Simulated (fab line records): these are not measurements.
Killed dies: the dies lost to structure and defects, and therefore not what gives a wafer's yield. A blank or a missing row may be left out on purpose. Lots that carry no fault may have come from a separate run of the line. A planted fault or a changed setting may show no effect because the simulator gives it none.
Comparing a struck lot with a sound one ; flow n5Finfet ; 18 steps out of a route of 1938
Sound: these wafers, L437.3, L437.4, L437.5. Wafers L427.1, L427.5, L427.6 were the ones struck. The cause comes at the end.
Per side, at each step with rows, come the tool, then ch with its chambers, and then its first start. Under that, the readings that differ: sound wafers ; struck wafers ; difference of the means ; sigmas: that difference in standard deviations of wafers without a fault.
alike: a reading whose means differ by less than 2 such deviations, as well as words and numbers matching on both sides. not compared: withheld readings; readings where some wafer has no value; bounds like >300 that might hide an equal value; numbers whose values overlap and for which the record gives no deviation.
The two part at a step that has a row with sigmas, a row that says differs or no value, or rows on one side only. Numbers that don't overlap but have no deviation are shown without sigmas and don't part them. A reading missing from all wafers of one side parts the sides only when that side holds two or more wafers.

first, 9 steps without rows for these wafers: N5_GATE_CUT_EXPOSE_10 (exposes mask GATE CUT, target cd 20 nm); N5_GATE_CUT_PEB_11 (peb time 60 s); N5_GATE_CUT_DEVELOP_12 (develop time 30 s); N5_GATE_CUT_DESCUM_18 (chemistry O2, time 7 s); N5_GATE_CUT_ETCH_28 (etches underlayer in N2/H2, target depth 13 nm, time 10.4 s); N5_GATE_CUT_ETCH_36 (etches SiARC in CF4, target depth 13 nm, time 21.7 s); N5_GATE_CUT_ETCH_37 (etches SOC in N2/H2, target depth 60 nm, overetch 12 nm, time 90 s); N5_GATE_CUT_STRIP_38 (strips in N2/H2); N5_GATE_CUT_STRIP_39 (strips in N2/H2).
N5_GATE_CUT_HM_OPEN_40: chemistry C4F6/O2, target SiO2, target depth 139 nm, time 85.1 s.
  sound on rieDiel-05 ch 0,1,2, day 9 19:50; struck on rieDiel-05 ch 2,3, day 7 07:56
  no value came back on the struck wafers for any of 8 readings (C4F6_flow_sccm (sccm), O2_flow_sccm (sccm) and others); on the sound wafers C4F6_flow_sccm (sccm) reads 10.023 9.968 10.017
reading;sound;struck;difference;sigmas
model.SOC_of_GATE_CUT_COAT_34.thkNm (nm);31.8 32 32.2;60.2 60.2 60;+28.1;
model.SiARC_of_GATE_CUT_COAT_35.thkNm (nm);0 0 0;6 6 6;+6;
  not compared: rfHoursCounterH
N5_GATE_CUT_STRIP_41: strips in CF4.
  sound on rieDiel-05 ch 0,1,2, day 9 19:53; struck on rieDiel-05 ch 2,3, day 7 07:59
reading;sound;struck;difference;sigmas
oesProductAu (a.u.);0.178 0.166 0.168;0.789 0.776 0.747;+0.600;+50
  alike: drypumpMotorCurrentA, powerW, rfVppV, showerheadPlenumPTorr, throttleValvePct
  not compared: rfHoursCounterH
then, 1 step without rows for these wafers: N5_GATE_CUT_STRIP_42 (strips in O2).
N5_GATE_CUT_ETCH_19: etches SiNx in CH3F/O2, target depth 53.7 nm, time 76.7 s.
  sound on rieDiel-05 ch 0,1,2, day 9 19:57; struck on rieDiel-05 ch 2,3, day 7 08:03
reading;sound;struck;difference;sigmas
etchRfOnTimeS (s);76.3 77.3 78.2;191.8 191.7 191.7;+114.5;+82
oesProductAu (a.u.);0.66 0.62 0.61;0.30 0.30 0.28;-0.34;-8
  alike: drypumpMotorCurrentA, rfVppV, showerheadPlenumPTorr, throttleValvePct
  not compared: rfHoursCounterH
N5_GATE_CUT_CUT_ETCH_53: etches W in SF6/Cl2, target depth 79.2 nm.
  sound on rieMetal-02 ch 0,1, day 9 20:05; struck on rieMetal-01 ch 0,1, day 7 08:09
reading;sound;struck;difference;sigmas
etchRfOnTimeS (s);24.9 27.4 27.2;34.3 34.3 34.3;+7.8;+9
oesProductAu (a.u.);0.88 0.79 0.79;0.23 0.23 0.36;-0.55;-4
  alike: drypumpMotorCurrentA, throttleValvePct
  not compared: rfHoursCounterH
N5_GATE_CUT_CUT_ETCH_54: etches TiN in Cl2/BCl3, target depth 96.7 nm.
  sound on rieMetal-02 ch 0,1, day 9 20:08; struck on rieMetal-01 ch 0,1, day 7 08:13
reading;sound;struck;difference;sigmas
etchRfOnTimeS (s);34.3 37.7 37.6;47.9 47.9 47.9;+11.4;+9
oesProductAu (a.u.);0.88 0.80 0.80;0.23 0.23 0.36;-0.55;-4
throttleValvePct (%);21.9 22.1 22.1;23.3 23.4 22.6;+1.1;+3
  alike: drypumpMotorCurrentA
  not compared: rfHoursCounterH
N5_GATE_CUT_CUT_ETCH_55: etches HfO2 in BCl3, target depth 3.2 nm.
  sound on rieMetal-02 ch 0,1, day 9 20:11; struck on rieMetal-01 ch 0,1, day 7 08:16
reading;sound;struck;difference;sigmas
oesProductAu (a.u.);0.94 0.89 0.89;0.23 0.23 0.36;-0.63;-4
  alike: drypumpMotorCurrentA, throttleValvePct
  not compared: rfHoursCounterH
N5_BEOL_M4_RC_MEAS_101:
  the record has rows for the sound wafers here (prober-02 ch 0, day 17 05:08) and none for the struck ones
-- here the record skips 12 days between the struck wafers' starts before and after, leaving off in module BEOL_M4 and picking up in module PASSIVATION (first step shown: number 1936 of the route) --
N5_PASSIVATION_PROBE_49:
  sound: prober-02 at day 21 16:22; struck: prober-01 at day 19 18:33
reading;sound;struck;difference;sigmas
defectLimitedYield (%);90.2;0 0 0;-90;-56
killedAtFrontEnd;32;1081 1106 1115;+1069;+97
killedAtOther;10;1 3 0;-9;-3
killedDies;116;1180 1180 1180;+1064;+56
killedOnRim;18;152 152 152;+134;+31
sort_bin_5_function (%);5.6;94.0 96.1 96.4;+89.9;+90
sortNPass;1064;0 0 0;-1064;-53
sortYieldPct (%);90.2;0 0 0;-90;-53
  alike: killed_at_M0_to_M3, killed_at_M4_up, killedAtContacts, killedOpen, killedShort, sort_bin_6_memory

WHERE THEY PART
Earliest at N5_GATE_CUT_HM_OPEN_40; latest, in this record, at N5_PASSIVATION_PROBE_49.

WHY: what the simulator had put in
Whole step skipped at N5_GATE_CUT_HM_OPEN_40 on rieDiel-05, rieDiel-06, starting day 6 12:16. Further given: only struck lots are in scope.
